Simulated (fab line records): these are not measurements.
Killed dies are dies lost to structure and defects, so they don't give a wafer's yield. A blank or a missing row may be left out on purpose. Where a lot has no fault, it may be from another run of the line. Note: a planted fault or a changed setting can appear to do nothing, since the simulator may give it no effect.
A struck lot beside a sound one ; flow n5-finfet ; 15 steps out of a route of 1938
Sound: these wafers, L857.1, L857.3, L857.6. The struck wafers were L870.3, L870.6. The cause is given at the end.
Each step with rows lists, per side, the tool, then ch with its chambers, then its first start. Under that, the readings that differ: sound wafers ; struck wafers ; difference of the means ; sigmas: that difference in standard deviations of wafers without a fault.
alike: same words and numbers on both sides, and readings whose means sit less than 2 such deviations apart. not compared: any withheld reading, any reading some wafer has no value for, any bound like >300 that may hide the same value, and any number with overlapping values for which the record gives no deviation.
The two part at a step that has a row with sigmas, a row that says differs or no value, or rows on one side only. Numbers that don't overlap but have no deviation are shown without sigmas and don't part them. A reading that every wafer of one side lacks parts them only if that side has two wafers or more.

N5_SDB_CD_MEAS_11: target cd 50 nm.
  sound on cd-sem-02 ch 0, day 3 23:55; struck on cd-sem-03 ch 0, day 7 06:11
  alike: cd-nm
N5_SDB_OVL_MEAS_12:
  sound on overlay-02 ch 0, day 3 23:57; struck on overlay-02 ch 0, day 7 06:13
  alike: SDB_OVL
N5_SDB_INSPECT_13: inspects for defects (brightfield).
  sound: defect-inspect-02 at day 3 23:58; struck: defect-inspect-01 at day 7 06:14
  alike: raw-defect-count
then, 1 step without rows for these wafers: N5_SDB_DESCUM_16 (chemistry O2, time 7.9 s).
N5_SDB_ETCH_17: etches SiARC in CF4, target depth 23.4 nm, time 39 s.
  sound on rie-diel-04 ch 0,1,2, day 4 00:13; struck on rie-diel-04 ch 0,3, day 7 06:19
  alike: bias-w, chamber-pressure-mTorr, drypump-motor-current-A, etch-rf-on-time-s, oes-product-au, rf-vpp-V, showerhead-plenum-p-Torr, throttle-valve-pct
  not compared: rf-hours-counter-h
N5_SDB_ETCH_18: etches SOC in N2/H2, target depth 100 nm, overetch 20 nm, time 150 s.
  sound on rie-diel-04 ch 0,1,2, day 4 00:16; struck on rie-diel-04 ch 0,3, day 7 06:20
  alike: bias-w, chamber-pressure-mTorr, drypump-motor-current-A, oes-product-au, rf-vpp-V, showerhead-plenum-p-Torr, throttle-valve-pct
  not compared: rf-hours-counter-h
then, 1 step without rows for these wafers: N5_SDB_STRIP_19 (strips in N2/H2).
N5_SDB_STRIP_21: strips in CF4.
  sound on rie-diel-04 ch 0,1,2, day 4 00:24; struck on rie-diel-04 ch 0,3, day 7 06:29
  alike: chamber-pressure-mTorr, drypump-motor-current-A, oes-product-au, rf-vpp-V, showerhead-plenum-p-Torr, throttle-valve-pct
  not compared: rf-hours-counter-h
N5_SDB_HM_OPEN_20: chemistry CH3F/O2, target SiNx, stops on poly-Si, target depth 24 nm.
  sound on rie-diel-04 ch 0,1,2, day 4 00:25; struck on rie-diel-04 ch 0,3, day 7 06:30
  alike: bias-w, chamber-pressure-mTorr, drypump-motor-current-A, oes-product-au, rf-vpp-V, showerhead-plenum-p-Torr, throttle-valve-pct
  not compared: rf-hours-counter-h
then, 3 steps without rows for these wafers: N5_SDB_STRIP_22 (strips in N2/H2); N5_SDB_PRECLEAN_23 (cleans in dHF, time 30 s); N5_SDB_DUMMY_REMOVE_24 (chemistry TMAH, target poly-Si, stops on SiO2, target depth 142 nm, time 57 s, rinse time 30 s).
N5_SDB_ETCH_25: etches SiO2 in C4F6/O2, target depth 10 nm, time 3.3 s.
  sound on rie-diel-03 ch 2,3, day 4 00:43; struck on rie-diel-01 ch 0,3, day 7 07:28
reading;sound;struck;difference;sigmas
model.etch.depth-nm (nm);9.899 10.17 9.893;8.632 8.624;-1.359;
  alike: bias-w, chamber-pressure-mTorr, drypump-motor-current-A, oes-product-au, rf-vpp-V, showerhead-plenum-p-Torr, throttle-valve-pct
  not compared: rf-hours-counter-h
N5_SDB_CUT_ETCH_26: etches Si in HBr/Cl2/O2, target depth 129.6 nm, bt time 20 s, time 51.8 s.
  sound on rie-si-02 ch 0,2,3, day 4 00:49; struck on rie-si-02 ch 3, day 7 07:32
  alike: HBr_flow_sccm, chamber-pressure-mTorr, drypump-motor-current-A, oes-product-au, throttle-valve-pct
  not compared: bias-w, rf-hours-counter-h
-- the record jumps here: 4 days lie between the struck wafers' starts before and after (it left off in module SDB and takes up again in module BEOL_M4, whose first step shown is number 1111 of the route) --
N5_BEOL_M4_RC_MEAS_101:
  sound on prober-01 ch 0, day 7 23:04; struck on prober-01 ch 0, day 11 05:13
  alike: DIBL_N, DIBL_P, IOFF_N, IOFF_P, ION_N, ION_P, SS_N, SS_P, VT_N, VT_P

== WHERE THEY PART ==
Nowhere in this record.

WHY: what had been put in by the simulator
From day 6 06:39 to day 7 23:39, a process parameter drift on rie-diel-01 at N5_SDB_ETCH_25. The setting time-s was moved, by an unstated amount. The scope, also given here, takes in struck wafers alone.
